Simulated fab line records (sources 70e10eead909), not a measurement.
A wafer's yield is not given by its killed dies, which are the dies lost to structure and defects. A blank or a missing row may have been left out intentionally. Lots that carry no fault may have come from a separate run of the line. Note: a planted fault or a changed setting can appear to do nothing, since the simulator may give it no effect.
Which tool was responsible? -- flow nand harc -- 12 lots, 36 wafers sampled, at 6 steps of a route of 1159

## WHAT THE GAUGES READ, wafer by wafer
NHARC_P_GATE_CD_MEAS_91: target cd 2000 nm. Usual: cd nm reads 2000.1 nm (standard deviation 1.5).
lot,measured,on,cd nm (nm),flag
L499,day 5 10:13,cd sem-01,2001.2 1999.2 1999.8,
L502,day 6 02:13,cd sem-01,2000.6 1997.9 2000.7,
L501,day 6 02:26,cd sem-02,1999.2 1999.2 1999.5,
L500,day 6 07:55,cd sem-02,2002.1 2003.5 2000.8,
L504,day 6 16:56,cd sem-03,1998.7 1995.8 1997.0,
L507,day 7 03:14,cd sem-02,2001.5 1999.6 2001.7,
L511,day 8 17:58,cd sem-03,- - -,OFF
L516,day 9 15:17,cd sem-02,2002.2 2001.8 2000.7,
L518,day 10 08:40,cd sem-03,1999.1 1999.4 1999.5,
L519,day 10 09:01,cd sem-03,2002.0 1999.8 2000.7,
L520,day 10 15:58,cd sem-02,2001.9 2002.5 2001.7,
L521,day 11 00:49,cd sem-01,1999.6 1997.7 1995.3,

NHARC_END_SORT_01. Usual: killed at array 27, standard deviation 11; killed at other 0.7, standard deviation 0.93; killed at periphery 2.9, standard deviation 1.9; killed dies 30, standard deviation 11; killed open 3.1, standard deviation 1.7; killed short 1.9, standard deviation 1.3.
lot,measured,on,killed at array,killed at other,killed at periphery,killed dies,killed open,killed short,flag
L500,day 19 13:11,prober-01,30 38 40,1 1 0,4 6 3,35 45 43,2 4 2,2 1 2,
L507,day 21 03:01,prober-01,43 34 30,0 0 0,2 1 1,45 35 31,2 4 0,1 2 3,
L511,day 22 02:30,prober-02,25 35 30,0 0 0,652 642 647,677 677 677,4 3 7,0 2 2,OFF
L518,day 24 06:13,prober-02,45 61 50,2 1 0,4 1 5,51 63 55,3 3 2,1 3 2,
L520,day 24 16:22,prober-01,25 21 34,1 0 0,6 3 1,32 24 35,6 6 4,1 1 2,
L521,day 25 23:37,prober-02,37 44 37,0 0 0,3 3 6,40 47 43,1 4 3,3 1 2,

## WHAT TOOL EACH LOT RAN ON (gives the tool, then ch and the chambers of the sampled wafers, and finally the start)
lot,NHARC_P_GATE_DESCUM_48,NHARC_P_GATE_STRIP_76,NHARC_P_GATE_EXPOSE_88,NHARC_P_GATE_RTA_80
L499,"rie diel-04 ch 0,1, day 5 06:37","plasma asher-02 ch 0,1, day 5 09:18","krf scanner-03 ch 0, day 5 10:04","rtp anneal-02 ch 0, day 5 12:46"
L502,"rie diel-08 ch 0,2,3, day 5 22:55","plasma asher-02 ch 0,1, day 6 01:19","krf scanner-04 ch 0, day 6 02:04","rtp anneal-01 ch 0, day 6 04:43"
L501,"rie diel-07 ch 1,2,3, day 5 23:07","plasma asher-01 ch 0,1, day 6 01:31","krf scanner-01 ch 0, day 6 02:17","rtp anneal-01 ch 0, day 6 04:55"
L500,"rie diel-04 ch 1,2,3, day 6 04:50","plasma asher-02 ch 1, day 6 07:08","krf scanner-01 ch 0, day 6 07:46","rtp anneal-01 ch 0, day 6 10:22"
L504,"rie diel-04 ch 0,1,2, day 6 13:40","plasma asher-01 ch 0,1, day 6 16:02","krf scanner-03 ch 0, day 6 16:47","rtp anneal-01 ch 0, day 6 19:37"
L507,"rie diel-08 ch 1,3, day 6 23:54","plasma asher-02 ch 0,1, day 7 02:18","krf scanner-01 ch 0, day 7 03:05","rtp anneal-02 ch 0, day 7 05:58"
L511,"rie diel-04 ch 1,2,3, day 8 14:32","plasma asher-01 ch 0,1, day 8 17:02","krf scanner-04 ch 0, day 8 17:49","rtp anneal-01 ch 0, day 8 20:24"
L516,"rie diel-08 ch 1,2,3, day 9 11:39","plasma asher-02 ch 1, day 9 14:23","krf scanner-01 ch 0, day 9 15:08","rtp anneal-02 ch 0, day 9 17:50"
L518,"rie diel-08 ch 0,1,3, day 10 05:26","plasma asher-02 ch 0,1, day 10 07:52","krf scanner-01 ch 0, day 10 08:31","rtp anneal-01 ch 0, day 10 11:07"
L519,"rie diel-08 ch 0,1,2, day 10 05:47","plasma asher-01 ch 0,1, day 10 08:07","krf scanner-03 ch 0, day 10 08:52","rtp anneal-01 ch 0, day 10 11:33"
L520,"rie diel-04 ch 0,1,2, day 10 12:45","plasma asher-01 ch 0,1, day 10 15:03","krf scanner-04 ch 0, day 10 15:49","rtp anneal-01 ch 0, day 10 18:28"
L521,"rie diel-07 ch 0,2, day 10 21:31","plasma asher-02 ch 0,1, day 10 23:55","krf scanner-01 ch 0, day 11 00:40","rtp anneal-01 ch 0, day 11 03:19"
- NHARC_P_GATE_DESCUM_48: chemistry O2, time 3 s.
- NHARC_P_GATE_STRIP_76: strips in O2.
- NHARC_P_GATE_EXPOSE_88: exposes mask P HVN, target cd 2000 nm.
- NHARC_P_GATE_RTA_80: time 30 s.

## AS READ BY THE TOOLS THEMSELVES (means over the sampled wafers that have a number; for cases with no such wafer, the mark the record gives instead)
NHARC_P_GATE_DESCUM_48. Usual: chamber pressure mTorr 60.00 mTorr, standard deviation 0.052; drypump motor current A 5.5 A, standard deviation 0.52; oes product au 0.999 a.u., standard deviation 0.0075; rf vpp V 57.8 V, standard deviation 0.9; showerhead plenum p Torr 1.91 Torr, standard deviation 0.083; throttle valve pct 11.310 %, standard deviation 0.0094.
lot,tool,chamber pressure mTorr (mTorr),drypump motor current A (A),oes product au (a.u.),rf vpp V (V),showerhead plenum p Torr (Torr),throttle valve pct (%),flag
L499,rie diel-04,60.01,5.6,0.996,58.3,1.96,11.302,
L502,rie diel-08,60.02,5.5,0.998,57.8,1.79,11.311,
L501,rie diel-07,59.92,5.0,0.992,57.9,1.95,11.305,
L500,rie diel-04,59.95,5.7,1.004,58.0,1.89,11.310,
L504,rie diel-04,60.00,5.4,0.993,57.3,1.94,11.312,
L507,rie diel-08,59.98,5.8,1.004,57.0,1.82,11.311,
L511,rie diel-04,59.97,5.7,1.000,57.1,1.89,11.301,
L516,rie diel-08,59.99,5.7,1.006,58.1,1.91,11.313,
L518,rie diel-08,59.99,5.9,0.997,57.5,1.81,11.317,
L519,rie diel-08,59.97,5.8,1.001,57.5,1.90,11.311,
L520,rie diel-04,60.01,5.4,0.991,58.0,1.92,11.309,
L521,rie diel-07,60.05,5.1,0.997,58.3,1.97,11.320,

NHARC_P_GATE_STRIP_76. Usual: drypump motor current A 5.8 A, standard deviation 0.47; heater power w 337 W, standard deviation 26.
lot,tool,drypump motor current A (A),heater power w (W),flag
L499,plasma asher-02,5.7,347,
L502,plasma asher-02,5.5,354,
L501,plasma asher-01,6.1,309,
L500,plasma asher-02,5.3,361,
L504,plasma asher-01,6.1,313,
L507,plasma asher-02,5.6,346,
L511,plasma asher-01,6.1,314,
L516,plasma asher-02,5.3,384,
L518,plasma asher-02,5.5,369,
L519,plasma asher-01,6.0,308,
L520,plasma asher-01,6.3,319,
L521,plasma asher-02,5.6,356,

NHARC_P_GATE_RTA_80. Usual: lamp power pct 1.94 %, standard deviation 0.12; wafer_temp_C_max 301.4, standard deviation 0.6.
lot,tool,lamp power pct (%),wafer_temp_C_max,flag
L499,rtp anneal-02,1.82,301.1,
L502,rtp anneal-01,2.05,301.9,
L501,rtp anneal-01,2.05,301.8,
L500,rtp anneal-01,2.05,302.1,
L504,rtp anneal-01,2.06,302.0,
L507,rtp anneal-02,1.82,300.7,
L511,rtp anneal-01,2.05,301.8,
L516,rtp anneal-02,1.82,300.7,
L518,rtp anneal-01,2.05,301.9,
L519,rtp anneal-01,2.05,301.9,
L520,rtp anneal-01,2.05,301.9,
L521,rtp anneal-01,2.05,301.5,

## THE ANSWER, worked out from the rows above alone
Rule: a lot counts as off when the mean over its wafers that have a number is more than 3 standard deviations away from the usual mean. Also off: a lot with no number at a reading for which 4 or more lots have one. Any other lot the step has rows for is counted as sound. Order of review: gauges by route order, followed by the tools' own readings, for which a lot's mean as printed above is used. At the first step where some lot is off, the reading lying furthest off is the one used; lots without a number count as furthest.
Off, at NHARC_P_GATE_CD_MEAS_91 on cd nm: L511. Without a number there: L511.
A tool fits if, at a process step before that reading, it ran every lot that is off, and no sound lot after the first of them. The gauges at NHARC_P_GATE_CD_MEAS_91 aren't tried: what is off there is off at NHARC_END_SORT_01 too, on other tools, and a gauge's error can't cause that. No candidate that was tried fits.

## WHAT WAS PUT IN BY THE SIMULATOR
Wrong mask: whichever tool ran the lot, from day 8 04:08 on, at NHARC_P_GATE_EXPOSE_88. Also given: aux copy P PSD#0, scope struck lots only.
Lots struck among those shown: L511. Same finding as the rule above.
